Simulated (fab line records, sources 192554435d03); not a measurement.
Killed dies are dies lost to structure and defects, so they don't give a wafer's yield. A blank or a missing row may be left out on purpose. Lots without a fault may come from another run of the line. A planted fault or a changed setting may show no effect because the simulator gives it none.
Chamber matching | flow n5_finfet | N5_BEOL_M0_SAQP_SPACER2_ETCHBACK_27 on rie_diel-06: 4 sister chambers
The step etches SiO2 in CHF3/O2, target depth 22.5 nm, time 11.25 s. 16 wafers are shown with their chamber, then 8 later ones without.

WAFERS WITH THEIR CHAMBER
wafer  | chamber | showerhead_plenum_p_Torr (Torr) | drypump_motor_current_A (A) | throttle_valve_pct (%)
L077.3 | 3       | 2.44                            | 6.3                         | 18.88
L077.5 | 2       | 2.39                            | 6.4                         | 18.79
L077.6 | 3       | 2.44                            | 6.3                         | 18.87
L079.3 | 2       | 2.39                            | 6.4                         | 18.82
L079.4 | 3       | 2.44                            | 6.3                         | 18.87
L079.6 | 0       | 2.29                            | 4.9                         | 19.51
L082.2 | 1       | 2.47                            | 5.9                         | 18.85
L082.3 | 2       | 2.39                            | 6.3                         | 18.79
L082.6 | 0       | 2.29                            | 4.9                         | 19.53
L086.1 | 1       | 2.46                            | 5.8                         | 18.86
L086.3 | 0       | 2.29                            | 4.9                         | 19.54
L086.5 | 3       | 2.44                            | 6.3                         | 18.91
L087.1 | 1       | 2.46                            | 5.9                         | 18.85
L087.4 | 2       | 2.39                            | 6.3                         | 18.85
L087.5 | 0       | 2.29                            | 4.9                         | 19.54
L091.2 | 1       | 2.46                            | 5.9                         | 18.89

SIGNATURES (means of the wafers above)
reading                  | chamber 0 | chamber 1 | chamber 2 | chamber 3 | scatter within a chamber
showerhead_plenum_p_Torr | 2.2900    | 2.4625    | 2.3900    | 2.4400    | 0.0025
drypump_motor_current_A  | 4.900     | 5.875     | 6.350     | 6.300     | 0.0382
throttle_valve_pct       | 19.5300   | 18.8625   | 18.8125   | 18.8825   | 0.0209
Rule: a wafer's distance from a chamber is the root of the sum, over the readings, of the square of ((its reading less the chamber's mean) divided by the reading's scatter). The wafer belongs to the nearest chamber; if the next one is less than 2 further off, it can't be placed. The scatter: the root of (the sum of the squares of (reading less its chamber's mean) over the shown wafers, divided by (wafers less chambers)).

WAFERS WITHOUT THEIR CHAMBER
wafer  | showerhead_plenum_p_Torr (Torr) | drypump_motor_current_A (A) | throttle_valve_pct (%)
L091.3 | 2.43                            | 6.3                         | 18.90
L091.6 | 2.43                            | 6.3                         | 18.90
L094.2 | 2.39                            | 6.4                         | 18.81
L094.3 | 2.46                            | 5.8                         | 18.88
L094.5 | 2.43                            | 6.3                         | 18.90
L097.1 | 2.45                            | 5.8                         | 18.91
L097.3 | 2.38                            | 6.3                         | 18.85
L097.5 | 2.39                            | 6.4                         | 18.83

WHICH CHAMBER EACH WENT THROUGH
wafer  | from the rows above | in truth
L091.3 | 3                   | 3
L091.6 | 3                   | 3
L094.2 | 2                   | 2
L094.3 | 1                   | 1
L094.5 | 3                   | 3
L097.1 | 1                   | 1
L097.3 | 2                   | 2
L097.5 | 2                   | 2
Placed correctly: 8 of 8. Can't be placed from these rows: 0. Placed wrongly: 0.
